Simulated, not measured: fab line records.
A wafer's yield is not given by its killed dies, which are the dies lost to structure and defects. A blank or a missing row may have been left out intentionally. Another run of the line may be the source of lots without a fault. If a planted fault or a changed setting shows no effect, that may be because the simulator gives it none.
fab line records + flow nand-harc
[record]
- lots = 5
- wafers = 15
- last-day = 34
route steps=1302 shown A_CHANNEL_HOLE_D1@457 END@1302
lots with no fault: from the same line, run without faults
start-h: hours from the record's opening day to when the first of the lot's shown wafers began + wait-h: how many hours have passed since the lot's step before this one + " as in the row above + L1.1+2: a single row standing in for several wafers + - no value, or no start was given + * or withheld: withheld + < > ~ a bound
route shown NAME@n: NAME is a module with steps in the file, n the number in the route of the first one + usual: mean and standard deviation over wafers with no fault + same: alike in all rows + chamber/n: place in a boat + sites: the reading at each site + _std_site: the values' standard deviation + _edge_site: outer sites' mean less inner sites' + radius-mm: how far each site lies from the wafer's centre + mask NAME#n: copy n + behind: the tool/chamber that last shaped the wafer + hold: what put the lot on hold/how long, in hours/how the hold closed + device: transistor that didn't switch, given as n, p or np + end of line: the same wafers' tests at the end of the route + a step given without rows: its recipe and nothing more + killed: at the first sort, the dies lost to defects and structure; wafer yield is something else + map: the dies of a wafer, with x for killed, . for not killed, _ for no die there
set.NAME: setting as actually run; set.NAME@STEP: the setting as run at that earlier step + model.NAME: the simulator's own value behind a step, which no gauge read
certain route steps with their lots: each step a table, each wafer a row
services: from which hour (start-h, from the record's first day; less than 0 if before it) a tool's chamber was out of use, for how many hours, and why
[[steps]]
[step NHARC_A_CHANNEL_HOLE_D1_SOFTBAKE_05]
[recipe]
- temp-c = 105
- time-s = 55
[step NHARC_A_CHANNEL_HOLE_D1_EBR_06]
[step NHARC_A_CHANNEL_HOLE_D1_EXPOSE_07]
[recipe]
- na = 1.35
- target-cd-nm = 100
- sigma-outer = 0.3
- dose-mj = 59.65
- mask-id = HOLE_D1
[step NHARC_A_CHANNEL_HOLE_D1_PEB_08]
[recipe]
- peb-temp-c = 100
- peb-time-s = 65
[step NHARC_A_CHANNEL_HOLE_D1_DEVELOP_09]
[recipe]
- develop-time-s = 35
- dev-temp-c = 23
[step NHARC_A_CHANNEL_HOLE_D1_CD_MEAS_10]
[recipe]
- target-cd-nm = 100
- landing-energy-ev = 500
[usual]
- cd-nm = 99.9/0.45
| lot.wafer | tool      | chamber | start-h | wait-h | cd-nm |
|-----------|-----------|---------|---------|--------|-------|
| L480.2    | cd-sem-03 | 0       | 177.17  | -      | 99.9  |
| L480.4    | "         | 0       | "       | "      | 99.8  |
| L480.6    | "         | 0       | "       | "      | 100.3 |
| L483.2    | cd-sem-03 | 0       | 210.95  | -      | 100.6 |
| L483.3    | "         | 0       | "       | "      | 100.3 |
| L483.4    | "         | 0       | "       | "      | 99.8  |
| L489.2    | cd-sem-02 | 0       | 264.34  | -      | 100.0 |
| L489.3    | "         | 0       | "       | "      | 99.5  |
| L489.4    | "         | 0       | "       | "      | 99.5  |
| L496.1    | cd-sem-01 | 0       | 343.82  | -      | 100.0 |
| L496.3    | "         | 0       | "       | "      | 99.2  |
| L496.5    | "         | 0       | "       | "      | 100.0 |
| L503.1    | cd-sem-02 | 0       | 419.72  | -      | 98.9  |
| L503.3    | "         | 0       | "       | "      | 99.6  |
| L503.5    | "         | 0       | "       | "      | 100.1 |
[step NHARC_A_CHANNEL_HOLE_D1_OVL_MEAS_11]
[usual]
- overlay-x-nm = 0.0/0.59
- overlay-y-nm = -0.2/0.68
| lot.wafer | tool       | chamber | start-h | wait-h | overlay-x-nm | overlay-y-nm |
|-----------|------------|---------|---------|--------|--------------|--------------|
| L480.2    | overlay-01 | -       | 177.26  | -      | 0.9          | -0.2         |
| L480.4    | "          | -       | "       | "      | 0.2          | -0.2         |
| L480.6    | "          | -       | "       | "      | 0.1          | -0.3         |
| L483.2    | overlay-01 | -       | 211.04  | -      | 0.2          | -0.1         |
| L483.3    | "          | -       | "       | "      | 0.2          | 0.0          |
| L483.4    | "          | -       | "       | "      | 0.8          | -0.8         |
| L489.2    | overlay-02 | -       | 264.42  | -      | -0.1         | -0.8         |
| L489.3    | "          | -       | "       | "      | -0.3         | -1.2         |
| L489.4    | "          | -       | "       | "      | 0.4          | -0.3         |
| L496.1    | overlay-02 | -       | 343.91  | -      | -1.3         | 0.3          |
| L496.3    | "          | -       | "       | "      | -1.0         | -0.2         |
| L496.5    | "          | -       | "       | "      | -1.4         | 0.3          |
| L503.1    | overlay-02 | -       | 419.81  | -      | 0.3          | -0.1         |
| L503.3    | "          | -       | "       | "      | -0.1         | -0.4         |
| L503.5    | "          | -       | "       | "      | 0.8          | -0.5         |
[step NHARC_A_CHANNEL_HOLE_D1_INSPECT_12]
[usual]
- raw-defect-count = 5.8/3
| lot.wafer | tool              | chamber | start-h | wait-h | raw-defect-count |
|-----------|-------------------|---------|---------|--------|------------------|
| L480.2    | defect-inspect-01 | -       | 177.30  | 0.0    | 5                |
| L480.4    | "                 | -       | "       | "      | 7                |
| L480.6    | "                 | -       | "       | "      | 7                |
| L483.2    | defect-inspect-01 | -       | 211.07  | 0.0    | 5                |
| L483.3    | "                 | -       | "       | "      | 8                |
| L483.4    | "                 | -       | "       | "      | 3                |
| L489.2    | defect-inspect-01 | -       | 264.46  | 0.0    | 4                |
| L489.3    | "                 | -       | "       | "      | 4                |
| L489.4    | "                 | -       | "       | "      | 6                |
| L496.1    | defect-inspect-02 | -       | 343.95  | 0.0    | 6                |
| L496.3    | "                 | -       | "       | "      | 2                |
| L496.5    | "                 | -       | "       | "      | 5                |
| L503.1    | defect-inspect-02 | -       | 419.85  | 0.0    | 1                |
| L503.3    | "                 | -       | "       | "      | 5                |
| L503.5    | "                 | -       | "       | "      | 10               |
[step NHARC_A_CHANNEL_HOLE_D1_DESCUM_15]
[recipe]
- time-s = 3
- o2-flow-sccm = 200
- ar-flow-sccm = 0
- bias-power-w = 0
- chemistry = O2
[usual]
- chamber-pressure-mTorr = 60.00/0.056
- drypump-motor-current-A = 5.5/0.48
- mfc-ar-sccm = 0.010/0.015
- oes-product-au = 0.999/0.0071
- rf-vpp-V = 57.4/0.86
- showerhead-plenum-p-Torr = 1.85/0.07
- throttle-valve-pct = 11.310/0.0077
| lot.wafer | tool        | chamber | start-h | wait-h | chamber-pressure-mTorr | drypump-motor-current-A | mfc-ar-sccm | oes-product-au | rf-hours-counter-h | rf-vpp-V | showerhead-plenum-p-Torr | throttle-valve-pct |
|-----------|-------------|---------|---------|--------|------------------------|-------------------------|-------------|----------------|--------------------|----------|--------------------------|--------------------|
| L480.2    | rie-diel-06 | 1       | 177.37  | 0.1    | 60.02                  | 6.2                     | 0           | 0.998          | 3                  | 57.0     | 1.78                     | 11.288             |
| L480.4    | "           | 3       | "       | "      | 59.93                  | 5.1                     | 0.037       | 0.999          | 3                  | 56.4     | 1.85                     | 11.305             |
| L480.6    | "           | 1       | "       | "      | 60.08                  | 6.2                     | 0           | 0.990          | -                  | 57.0     | 1.78                     | 11.306             |
| L483.3    | rie-diel-06 | 3       | 211.13  | 0.1    | 60.00                  | 5.0                     | 0.037       | 1.002          | 6                  | 57.3     | 1.85                     | 11.295             |
| L483.4    | "           | 0       | "       | "      | 59.94                  | 5.6                     | 0           | 1.000          | 6                  | 56.6     | 1.90                     | 11.315             |
| L483.2    | "           | 1       | "       | "      | 59.99                  | 6.2                     | 0           | 0.994          | 5                  | 56.3     | 1.78                     | 11.313             |
| L489.4    | rie-diel-06 | 0       | 264.53  | 0.1    | 59.96                  | 5.6                     | 0           | 1.006          | 9                  | 57.0     | 1.90                     | 11.306             |
| L489.2    | "           | 1       | "       | "      | 60.06                  | 6.2                     | 0           | 1.000          | 9                  | 56.6     | 1.78                     | 11.314             |
| L489.3    | "           | 2       | "       | "      | 59.95                  | 5.0                     | 0.001       | 0.996          | 10                 | 58.3     | 1.83                     | 11.305             |
| L496.1    | rie-diel-06 | 2       | 344.01  | 0.1    | 60.05                  | 5.0                     | 0.001       | 0.999          | 2                  | 57.1     | 1.82                     | 11.304             |
| L496.3    | "           | 0       | "       | "      | 59.96                  | 5.6                     | 0           | 1.005          | 2                  | 57.9     | 1.90                     | 11.324             |
| L496.5    | "           | 2       | "       | "      | 60.06                  | 5.0                     | 0.001       | 0.990          | -                  | 57.8     | 1.82                     | 11.316             |
| L503.3    | rie-diel-09 | 3       | 419.91  | 0.1    | 59.96                  | 6.5                     | 0           | 1.016          | 24                 | 57.4     | 1.98                     | 11.303             |
| L503.1    | "           | 1       | "       | "      | 60.02                  | 5.6                     | 0.013       | 0.990          | 34                 | 57.0     | 1.92                     | 11.303             |
| L503.5    | "           | 0       | "       | "      | 59.98                  | 5.8                     | 0           | 1.005          | -                  | 57.3     | 1.85                     | 11.310             |
[step NHARC_A_CHANNEL_HOLE_D1_ETCH_38]
[recipe]
- target-depth-a = 390
- over-etch-frac = 0.3
- time-s = 65
- ion-energy-ev = 80
- cf4-flow-sccm = 150
- ar-flow-sccm = 0
- rf-w = 300
- bias-w = 100
- chemistry = CF4
[usual]
- chamber-pressure-mTorr = 50.00/0.046
- drypump-motor-current-A = 5.5/0.5
- mfc-ar-sccm = 0.008/0.014
- oes-product-au = 0.999/0.0068
- over-etch-frac = 0.3/0
- rf-vpp-V = 150.7/1.1
- showerhead-plenum-p-Torr = 1.72/0.063
- throttle-valve-pct = 13.283/0.0089
| lot.wafer | tool        | chamber | start-h | wait-h | chamber-pressure-mTorr | drypump-motor-current-A | mfc-ar-sccm | oes-product-au | over-etch-frac | rf-hours-counter-h | rf-vpp-V | showerhead-plenum-p-Torr | throttle-valve-pct |
|-----------|-------------|---------|---------|--------|------------------------|-------------------------|-------------|----------------|----------------|--------------------|----------|--------------------------|--------------------|
| L480.2    | rie-diel-06 | 1       | 177.44  | 0.1    | 49.97                  | 6.2                     | 0           | 0.995          | 0.3            | 3                  | 149.8    | 1.65                     | 13.291             |
| L480.4    | "           | 2       | "       | "      | 49.98                  | 5.0                     | 0.001       | 1.005          | 0.3            | 3                  | 150.9    | 1.70                     | 13.279             |
| L480.6    | "           | 2       | "       | "      | 49.97                  | 4.9                     | 0.001       | 0.999          | 0.3            | -                  | 149.1    | 1.70                     | 13.283             |
| L483.2    | rie-diel-06 | 1       | 211.22  | 0.1    | 49.98                  | 6.2                     | 0           | 0.992          | 0.3            | 5                  | 149.4    | 1.65                     | 13.293             |
| L483.3    | "           | 2       | "       | "      | 49.96                  | 4.9                     | 0.001       | 0.994          | 0.3            | 6                  | 150.5    | 1.70                     | 13.289             |
| L483.4    | "           | 0       | "       | "      | 50.01                  | 5.6                     | 0           | 0.994          | 0.3            | 6                  | 152.3    | 1.76                     | 13.284             |
| L489.3    | rie-diel-06 | 1       | 264.61  | 0.1    | 49.99                  | 6.2                     | 0           | 0.998          | 0.3            | 9                  | 148.8    | 1.65                     | 13.285             |
| L489.2    | "           | 2       | "       | "      | 50.00                  | 4.9                     | 0.001       | 0.990          | 0.3            | 10                 | 150.0    | 1.69                     | 13.282             |
| L489.4    | "           | 3       | "       | "      | 50.10                  | 5.0                     | 0.037       | 0.989          | 0.3            | 10                 | 150.0    | 1.71                     | 13.288             |
| L496.3    | rie-diel-06 | 2       | 344.10  | 0.1    | 50.16                  | 4.9                     | 0.001       | 0.998          | 0.3            | 2                  | 151.6    | 1.69                     | 13.268             |
| L496.1    | "           | 0       | "       | "      | 50.00                  | 5.6                     | 0           | 0.995          | 0.3            | 2                  | 150.4    | 1.75                     | 13.275             |
| L496.5    | "           | 2       | "       | "      | 49.98                  | 4.9                     | 0.001       | 0.995          | 0.3            | -                  | 151.1    | 1.69                     | 13.277             |
| L503.1    | rie-diel-09 | 3       | 420.00  | 0.1    | 50.01                  | 6.4                     | 0           | 1.007          | 0.3            | 24                 | 152.7    | 1.83                     | 13.285             |
| L503.3    | "           | 0       | "       | "      | 49.99                  | 5.8                     | 0           | 0.994          | 0.3            | 34                 | 151.0    | 1.71                     | 13.284             |
| L503.5    | "           | 2       | "       | "      | 50.04                  | 4.9                     | 0.006       | 1.000          | 0.3            | -                  | 152.4    | 1.80                     | 13.277             |
[step NHARC_A_CHANNEL_HOLE_D1_ETCH_39]
[recipe]
- target-depth-a = 2600
- over-etch-frac = 0.3
- time-s = 325
- ion-energy-ev = 200
- n2-flow-sccm = 150
- h2-flow-sccm = 150
- ar-flow-sccm = 0
- rf-w = 400
- bias-w = 150
- chemistry = N2/H2
[usual]
- chamber-pressure-mTorr = 30.000/0.027
- drypump-motor-current-A = 5.4/0.48
- mfc-ar-sccm = 0.010/0.016
- oes-product-au = 0.998/0.007
- over-etch-frac = 0.3/0
- rf-vpp-V = 428.6/2.2
- showerhead-plenum-p-Torr = 1.97/0.074
- throttle-valve-pct = 14.172/0.0091
| lot.wafer | tool        | chamber | start-h | wait-h | chamber-pressure-mTorr | drypump-motor-current-A | mfc-ar-sccm | oes-product-au | over-etch-frac | rf-hours-counter-h | rf-vpp-V | showerhead-plenum-p-Torr | throttle-valve-pct |
|-----------|-------------|---------|---------|--------|------------------------|-------------------------|-------------|----------------|----------------|--------------------|----------|--------------------------|--------------------|
| L480.2    | rie-diel-06 | 1       | -       | -      | 30.046                 | 6.2                     | 0           | 0.999          | 0.3            | 3                  | 425.9    | 1.89                     | 14.176             |
| L480.4    | "           | 3       | "       | "      | 29.989                 | 5.0                     | 0.037       | 0.998          | 0.3            | 3                  | 428.9    | 1.97                     | 14.170             |
| L480.6    | "           | 1       | "       | "      | 30.029                 | 6.2                     | 0           | 1.000          | 0.3            | -                  | 426.4    | 1.89                     | 14.185             |
| L483.4    | rie-diel-06 | 2       | -       | -      | 30.030                 | 5.0                     | 0.001       | 1.003          | 0.3            | 6                  | 428.3    | 1.95                     | 14.161             |
| L483.2    | "           | 3       | "       | "      | 29.976                 | 5.0                     | 0.037       | 1.005          | 0.3            | 6                  | 427.7    | 1.97                     | 14.173             |
| L483.3    | "           | 1       | "       | "      | 29.975                 | 6.2                     | 0           | 1.007          | 0.3            | 5                  | 425.1    | 1.89                     | 14.183             |
| L489.4    | rie-diel-06 | 1       | -       | -      | 29.995                 | 6.2                     | 0           | 0.996          | 0.3            | 9                  | 425.9    | 1.89                     | 14.167             |
| L489.3    | "           | 2       | "       | "      | 29.971                 | 5.0                     | 0.001       | 0.999          | 0.3            | 10                 | 428.0    | 1.94                     | 14.170             |
| L489.2    | "           | 0       | "       | "      | 30.006                 | 5.6                     | 0           | 0.994          | 0.3            | 9                  | 430.5    | 2.02                     | 14.179             |
| L496.3    | rie-diel-06 | 0       | -       | -      | 29.976                 | 5.6                     | 0           | 1.002          | 0.3            | 2                  | 428.7    | 2.02                     | 14.166             |
| L496.1    | "           | 2       | "       | "      | 29.972                 | 5.0                     | 0.001       | 0.983          | 0.3            | 2                  | 427.7    | 1.94                     | 14.151             |
| L496.5    | "           | 0       | "       | "      | 30.015                 | 5.6                     | 0           | 1.003          | 0.3            | -                  | 430.2    | 2.02                     | 14.165             |
| L503.1    | rie-diel-09 | 0       | -       | -      | 30.033                 | 5.8                     | 0           | 0.999          | 0.3            | 34                 | 427.3    | 1.97                     | 14.162             |
| L503.3    | "           | 3       | "       | "      | 29.977                 | 6.5                     | 0           | 1.006          | 0.3            | 24                 | 433.1    | 2.12                     | 14.187             |
| L503.5    | "           | 0       | "       | "      | 30.038                 | 5.8                     | 0           | 0.995          | 0.3            | -                  | 428.6    | 1.97                     | 14.167             |
[step NHARC_A_CHANNEL_HOLE_D1_ETCH_34]
[recipe]
- target-depth-a = 1540
- time-s = 77
- cf4-flow-sccm = 100
- chf3-flow-sccm = 30
- ar-flow-sccm = 0
- rf-w = 500
- bias-w = 200
- chemistry = CF4/CHF3
[usual]
- chamber-pressure-mTorr = 25.000/0.023
- drypump-motor-current-A = 5.5/0.5
- mfc-ar-sccm = 0.008/0.014
- oes-product-au = 0.946/0.023
- rf-vpp-V = 368.9/2
- showerhead-plenum-p-Torr = 1.53/0.055
- throttle-valve-pct = 16.801/0.0097
| lot.wafer | tool        | chamber | start-h | wait-h | chamber-pressure-mTorr | drypump-motor-current-A | mfc-ar-sccm | oes-product-au | rf-hours-counter-h | rf-vpp-V | showerhead-plenum-p-Torr | throttle-valve-pct |
|-----------|-------------|---------|---------|--------|------------------------|-------------------------|-------------|----------------|--------------------|----------|--------------------------|--------------------|
| L480.4    | rie-diel-06 | 2       | -       | -      | 24.973                 | 5.0                     | 0.001       | 0.981          | 3                  | 367.6    | 1.51                     | 16.814             |
| L480.2    | "           | 3       | "       | "      | 24.990                 | 5.1                     | 0.037       | 0.981          | 3                  | 368.1    | 1.52                     | 16.810             |
| L480.6    | "           | 1       | "       | "      | 24.993                 | 6.2                     | 0           | 0.960          | -                  | 365.5    | 1.47                     | 16.786             |
| L483.2    | rie-diel-06 | 3       | -       | -      | 25.008                 | 5.1                     | 0.037       | 0.930          | 6                  | 368.3    | 1.52                     | 16.775             |
| L483.3    | "           | 1       | "       | "      | 25.019                 | 6.2                     | 0           | 0.914          | 5                  | 366.7    | 1.47                     | 16.805             |
| L483.4    | "           | 2       | "       | "      | 25.020                 | 5.0                     | 0.001       | 0.924          | 6                  | 368.7    | 1.51                     | 16.800             |
| L489.3    | rie-diel-06 | 1       | -       | -      | 24.988                 | 6.2                     | 0           | 0.953          | 9                  | 367.3    | 1.47                     | 16.804             |
| L489.2    | "           | 2       | "       | "      | 25.021                 | 5.0                     | 0.001       | 0.936          | 10                 | 368.6    | 1.51                     | 16.796             |
| L489.4    | "           | 3       | "       | "      | 24.962                 | 5.0                     | 0.037       | 0.932          | 10                 | 369.5    | 1.52                     | 16.796             |
| L496.1    | rie-diel-06 | 1       | -       | -      | 25.018                 | 6.2                     | 0           | 0.916          | 2                  | 366.2    | 1.46                     | 16.811             |
| L496.3    | "           | 0       | "       | "      | 24.946                 | 5.6                     | 0           | 0.920          | 2                  | 370.4    | 1.56                     | 16.810             |
| L496.5    | "           | 1       | "       | "      | 25.013                 | 6.2                     | 0           | 0.924          | -                  | 367.1    | 1.46                     | 16.798             |
| L503.3    | rie-diel-09 | 3       | -       | -      | 24.953                 | 6.5                     | 0           | 0.959          | 24                 | 372.1    | 1.63                     | 16.809             |
| L503.1    | "           | 2       | "       | "      | 24.991                 | 4.9                     | 0.006       | 0.982          | 32                 | 371.1    | 1.60                     | 16.788             |
| L503.5    | "           | 3       | "       | "      | 25.047                 | 6.5                     | 0           | 0.970          | -                  | 372.2    | 1.63                     | 16.803             |
[step NHARC_A_CHANNEL_HOLE_D1_ETCH_16]
[recipe]
- target-depth-a = 31000
- over-etch-frac = 0.3
- time-s = 806
- ion-energy-ev = 150
- o2-flow-sccm = 400
- cos-flow-sccm = 20
- ar-flow-sccm = 0
- rf-w = 500
- bias-w = 300
- chemistry = O2/COS
[usual]
- chamber-pressure-mTorr = 20.000/0.017
- cos-flow-sccm = 20.01/0.053
- drypump-motor-current-A = 5.4/0.47
- mfc-ar-sccm = 0.010/0.016
- oes-product-au = 0.999/0.0069
- over-etch-frac = 0.3/0
- rf-vpp-V = 312.7/1.8
- showerhead-plenum-p-Torr = 3.03/0.11
- throttle-valve-pct = 28.330/0.0084
| lot.wafer | tool        | chamber | start-h | wait-h | chamber-pressure-mTorr | cos-flow-sccm | drypump-motor-current-A | mfc-ar-sccm | oes-product-au | over-etch-frac | rf-hours-counter-h | rf-vpp-V | showerhead-plenum-p-Torr | throttle-valve-pct |
|-----------|-------------|---------|---------|--------|------------------------|---------------|-------------------------|-------------|----------------|----------------|--------------------|----------|--------------------------|--------------------|
| L480.2    | rie-diel-06 | 2       | 177.89  | -      | 20.011                 | 20.01         | 5.0                     | 0.001       | 1.007          | 0.3            | 3                  | 313.0    | 2.99                     | 28.321             |
| L480.4    | "           | 3       | "       | "      | 20.032                 | 20.05         | 5.1                     | 0.037       | 0.998          | 0.3            | 3                  | 314.0    | 3.02                     | 28.331             |
| L480.6    | "           | 3       | "       | "      | 20.007                 | 20.03         | 5.0                     | 0.037       | 1.004          | 0.3            | -                  | 312.5    | 3.02                     | 28.341             |
| L483.3    | rie-diel-06 | 3       | 211.72  | -      | 19.990                 | 19.97         | 5.1                     | 0.037       | 1.007          | 0.3            | 6                  | 313.5    | 3.02                     | 28.329             |
| L483.4    | "           | 0       | "       | "      | 20.003                 | 20.00         | 5.6                     | 0           | 1.008          | 0.3            | 6                  | 314.7    | 3.10                     | 28.335             |
| L483.2    | "           | 1       | "       | "      | 20.019                 | 19.92         | 6.2                     | 0           | 0.999          | 0.3            | 5                  | 310.1    | 2.91                     | 28.322             |
| L489.4    | rie-diel-06 | 3       | 265.05  | -      | 20.009                 | 19.98         | 5.0                     | 0.037       | 1.005          | 0.3            | 10                 | 313.5    | 3.02                     | 28.327             |
| L489.2    | "           | 1       | "       | "      | 20.000                 | 19.99         | 6.2                     | 0           | 0.995          | 0.4743         | 9                  | 312.1    | 2.91                     | 28.339             |
| L489.3    | "           | 2       | "       | "      | 20.018                 | 20.05         | 5.0                     | 0.001       | 0.998          | 0.3            | 10                 | 313.0    | 2.99                     | 28.324             |
| L496.3    | rie-diel-06 | 2       | 344.54  | -      | 20.006                 | 20.05         | 5.0                     | 0.001       | 0.997          | 0.3            | 2                  | 311.3    | 2.99                     | 28.327             |
| L496.1    | "           | 1       | "       | "      | 19.979                 | 20.06         | 6.2                     | 0           | 0.994          | 0.3            | 2                  | 311.3    | 2.91                     | 28.317             |
| L496.5    | "           | 2       | "       | "      | 19.983                 | 19.98         | 5.0                     | 0.001       | 0.992          | 0.3            | -                  | 314.0    | 2.98                     | 28.335             |
| L503.1    | rie-diel-09 | 3       | 420.55  | -      | 19.987                 | 20.03         | 6.5                     | 0           | 0.997          | 0.3            | 24                 | 316.0    | 3.23                     | 28.330             |
| L503.3    | "           | 0       | "       | "      | 20.020                 | 20.02         | 5.8                     | 0           | 1.004          | 0.3            | 34                 | 311.6    | 3.02                     | 28.318             |
| L503.5    | "           | 2       | "       | "      | 19.987                 | 20.08         | 4.9                     | 0.006       | 1.002          | 0.3            | -                  | 314.9    | 3.18                     | 28.325             |
[step NHARC_A_CHANNEL_HOLE_D1_CD_MEAS_18]
[usual]
- cd-nm = 100.0/1.7
| lot.wafer | tool      | chamber | start-h | wait-h | cd-nm |
|-----------|-----------|---------|---------|--------|-------|
| L480.2    | cd-sem-01 | -       | 178.46  | -      | 102.9 |
| L480.4    | "         | -       | "       | "      | 102.6 |
| L480.6    | "         | -       | "       | "      | 101.1 |
| L483.2    | cd-sem-02 | -       | 212.24  | -      | 103.5 |
| L483.3    | "         | -       | "       | "      | 102.3 |
| L483.4    | "         | -       | "       | "      | 101.1 |
| L489.2    | cd-sem-03 | -       | 265.64  | -      | 100.7 |
| L489.3    | "         | -       | "       | "      | 100.2 |
| L489.4    | "         | -       | "       | "      | 102.3 |
| L496.1    | cd-sem-02 | -       | 345.11  | -      | 102.0 |
| L496.3    | "         | -       | "       | "      | 101.2 |
| L496.5    | "         | -       | "       | "      | 100.7 |
| L503.1    | cd-sem-02 | -       | 421.01  | -      | 99.0  |
| L503.3    | "         | -       | "       | "      | 101.5 |
| L503.5    | "         | -       | "       | "      | 98.1  |
[step NHARC_END_SORT_01]
[recipe]
- temp-c = 25
[usual]
- killed-at-array = 54/23
- killed-at-other = 1.2/1.5
- killed-at-periphery = 3.9/2.5
- killed-dies = 59/23
- killed-open = 3.2/1.7
- killed-short = 2.4/1.6
[same]
- gross-dies = 677
| lot.wafer | tool      | chamber | start-h | wait-h | killed-at-array | killed-at-other | killed-at-periphery | killed-dies | killed-open | killed-short |
|-----------|-----------|---------|---------|--------|-----------------|-----------------|---------------------|-------------|-------------|--------------|
| L480.2    | prober-01 | 0       | 566.42  | 2.8    | 93              | 1               | 2                   | 96          | 5           | 4            |
| L480.4    | prober-01 | 0       | 568.02  | 3.4    | 81              | 0               | 4                   | 85          | 0           | 3            |
| L480.6    | prober-01 | 0       | 569.61  | 4.0    | 77              | 1               | 3                   | 81          | 4           | 3            |
| L483.2    | prober-01 | 0       | 588.71  | 2.8    | 24              | 4               | 8                   | 36          | 8           | 2            |
| L483.3    | prober-01 | 0       | 589.51  | 3.1    | 24              | 1               | 3                   | 28          | 7           | 3            |
| L483.4    | prober-01 | 0       | 590.31  | 3.4    | 22              | 3               | 0                   | 25          | 4           | 1            |
// killed by level:class
L480.2 A_CHANNEL_HOLE_D1:chamber-film-flake=38 A_CHANNEL_HOLE_D2:chamber-film-flake=33 A_CONTACT:chamber-film-flake=5 A_SGD_CUT:chamber-film-flake=3 A_WL_FILL:chamber-film-flake=3 A_M0:geometric-particle:open=2 A_ONON_D1:geometric-particle:open=1 A_DECK1_JOINT:geometric-particle:open=1
L480.4 A_CHANNEL_HOLE_D2:chamber-film-flake=38 A_CHANNEL_HOLE_D1:chamber-film-flake=30 A_WL_FILL:chamber-film-flake=5 A_CONTACT:chamber-film-flake=3 A_CHANNEL_FILL_D2:chamber-film-flake=2 P_STI:geometric-particle:short=1 A_ONON_D2:geometric-particle:short=1 A_WL_FILL:geometric-particle:short=1
L480.6 A_CHANNEL_HOLE_D2:chamber-film-flake=32 A_CHANNEL_HOLE_D1:chamber-film-flake=28 A_CONTACT:chamber-film-flake=4 A_STAIRCASE:chamber-film-flake=3 A_ONON_D1:geometric-particle:short=2 P_M0:chamber-film-flake=2 A_SGD_CUT:chamber-film-flake=2 A_ONON_D1:geometric-particle:open=1
L483.2 A_CHANNEL_HOLE_D2:chamber-film-flake=8 A_STAIRCASE:chamber-film-flake=7 P_GATE:chamber-film-flake=4 THIN_TSV:chamber-film-flake=4 P_CONTACT:geometric-particle:open=3 A_ONON_D2:geometric-particle:open=2 P_M0:geometric-particle:open=1 A_CHANNEL_FILL_D1:geometric-particle:open=1
L483.3 A_CHANNEL_HOLE_D2:chamber-film-flake=6 A_STAIRCASE:chamber-film-flake=6 A_CHANNEL_HOLE_D1:geometric-particle:short=2 A_CHANNEL_FILL_D2:geometric-particle:open=2 A_CONTACT:chamber-film-flake=2 P_STI:geometric-particle:open=1 P_M0:geometric-particle:open=1 P_M2:geometric-particle:open=1
L483.4 A_CHANNEL_HOLE_D2:chamber-film-flake=9 A_CHANNEL_HOLE_D1:chamber-film-flake=5 THIN_TSV:chamber-film-flake=3 A_CHANNEL_FILL_D2:chamber-film-flake=2 A_ONON_D1:geometric-particle:open=1 A_CHANNEL_FILL_D1:geometric-particle:short=1 A_DECK1_JOINT:geometric-particle:open=1 A_SLIT:geometric-particle:open=1
[[services]]
| tool        | chamber | start-h | hours | kind   |
|-------------|---------|---------|-------|--------|
| rie-diel-06 | 0       | 163.70  | -     | clean  |
| rie-diel-06 | 1       | 163.70  | -     | clean  |
| rie-diel-06 | 2       | 163.70  | -     | clean  |
| rie-diel-06 | 3       | 163.70  | -     | clean  |
| rie-diel-09 | 0       | 169.92  | 1.6   | repair |
| rie-diel-06 | 0       | 188.20  | -     | clean  |
| rie-diel-06 | 1       | 188.20  | -     | clean  |
| rie-diel-06 | 2       | 188.20  | -     | clean  |
| rie-diel-06 | 3       | 188.20  | -     | clean  |
| rie-diel-06 | 3       | 202.62  | 7.1   | repair |
| rie-diel-06 | 0       | 212.70  | -     | clean  |
| rie-diel-06 | 1       | 212.70  | -     | clean  |
| rie-diel-06 | 2       | 212.70  | -     | clean  |
| rie-diel-06 | 3       | 212.70  | -     | clean  |
| rie-diel-06 | 0       | 237.20  | -     | clean  |
| rie-diel-06 | 1       | 237.20  | -     | clean  |
| rie-diel-06 | 2       | 237.20  | -     | clean  |
| rie-diel-06 | 3       | 237.20  | -     | clean  |
| rie-diel-06 | 0       | 261.70  | -     | clean  |
| rie-diel-06 | 0       | 274.91  | 2.4   | repair |
| rie-diel-06 | 0       | 302.42  | 5.1   | repair |
| rie-diel-06 | -       | 307.20  | 9.0   | pm     |
| rie-diel-09 | -       | 320.53  | 9.0   | pm     |
| rie-diel-09 | 3       | 373.48  | 24.5  | repair |
[[key]]
[first-sign]
- step = NHARC_A_CHANNEL_HOLE_D1_ETCH_16
- reading = over-etch-frac
- direction = up
- sigmas = 99+
- usual = 0.3
- struck = 0.4743
effect none on later readings
met-at NHARC_A_CHANNEL_HOLE_D1_ETCH_16
struck-wafers L489.2
tester-left-out L489
onset-between 211.72 265.05
[fault]
- kind = process-parameter-drift
- tool = rie-diel-06
- chamber = 1
- onset-h = 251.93
- steps = NHARC_A_CHANNEL_HOLE_D1_ETCH_16
- channel = over-etch-frac
- offset = 0.1743
- shape = step
- end-h = 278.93
- acts-in = these-recipes-only
- stated = 0.3
// tester-left-out: of these lots the tester's yield and bins aren't shown, on N5 and GAA mostly nor the transistor test; their killed dies are dies lost to structure and defects alone, not to doping, threshold or leakage, so they don't give the yield
